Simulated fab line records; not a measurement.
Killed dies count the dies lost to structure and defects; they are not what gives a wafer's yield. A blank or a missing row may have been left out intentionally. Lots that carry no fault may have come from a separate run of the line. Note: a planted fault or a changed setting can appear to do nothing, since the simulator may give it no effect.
A lot that was struck, set against a sound lot | flow nand_harc | 14 out of 1159 route steps
Sound: wafers L284.2, L284.3, L284.4. Wafers struck: L298.1, L298.3, L298.5. The cause comes at the end.
At each step with rows: each side's tool, then ch and its chambers, then its first start. Under that, the readings that differ: sound wafers | struck wafers | difference of the means | sigmas: that difference in standard deviations of wafers without a fault.
alike: words and numbers the same on both sides, and readings whose means are apart by under 2 such deviations; not compared: readings that were withheld, readings missing a value for some wafer, numbers with overlapping values and no deviation given by the record, and bounds like >300 which may hide the same value.
The two part at a step that has a row with sigmas, a row that says differs or no value, or rows on one side only. When numbers do not overlap yet have no deviation, they are printed without sigmas and do not part them. A reading that every wafer of one side lacks parts them only if that side has two wafers or more.

NHARC_A_STAIRCASE_TRIM_235: chemistry O2, time 211.2 s.
  sound on rie_diel-06 ch 1,2,3; struck on rie_diel-13 ch 0,1,2
  alike: drypump_motor_current_A, oes_product_au, rf_vpp_V, showerhead_plenum_p_Torr, throttle_valve_pct
  not compared: rf_hours_counter_h
NHARC_A_STAIRCASE_ETCH_236: etches the open film in C4F8/O2, target depth 100 nm, time 40.5 s.
  sound on rie_diel-06 ch 1,2,3; struck on rie_diel-13 ch 1,3
  alike: bias_w, oes_product_au, rf_vpp_V
  not compared: rf_hours_counter_h
NHARC_A_STAIRCASE_STRIP_238: strips in O2.
  sound on plasma_asher-02 ch 0,1, day 12 09:48; struck on plasma_asher-02 ch 0,1, day 15 10:58
  alike: drypump_motor_current_A, heater_power_w
  not compared: rf_hours_counter_h
then, 8 steps without rows for these wafers: NHARC_A_STAIRCASE_STRIP_239 (strips in SPM, time 900 s); NHARC_A_STAIRCASE_PRECLEAN_240 (cleans in SC1); NHARC_A_STAIRCASE_SRD_241; NHARC_A_STAIRCASE_DEHYDRATE_242 (time 120 s); NHARC_A_STAIRCASE_HMDS_243 (time 30 s); NHARC_A_STAIRCASE_COAT_244; NHARC_A_STAIRCASE_SOFTBAKE_245 (time 170 s); NHARC_A_STAIRCASE_EBR_246.
NHARC_A_STAIRCASE_EXPOSE_247: exposes mask SDS 1.
  sound on krf_scanner-04 ch 0, day 12 10:55; struck on krf_scanner-03 ch 0, day 15 11:59
  reading              | sound                | struck               | difference | sigmas
  exposure_dose_mJ_cm2 | 25.303 25.336 25.340 | 25.744 25.701 25.688 | +0.385     | +14
  alike: mask
then, 1 step without rows for these wafers: NHARC_A_STAIRCASE_PEB_248 (peb time 130 s).
NHARC_END_SORT_01:
  the record has rows for the sound wafers here (prober-02 ch 0, day 20 16:03) and none for the struck ones

== WHERE THEY PART ==
Last at NHARC_END_SORT_01 as far as this record goes, first at NHARC_A_STAIRCASE_EXPOSE_247.

WHY: whatever the simulator had introduced
Process parameter drift: krf_scanner-03, from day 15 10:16 on, at NHARC_A_STAIRCASE_EXPOSE_247. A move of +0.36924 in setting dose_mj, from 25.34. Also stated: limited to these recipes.
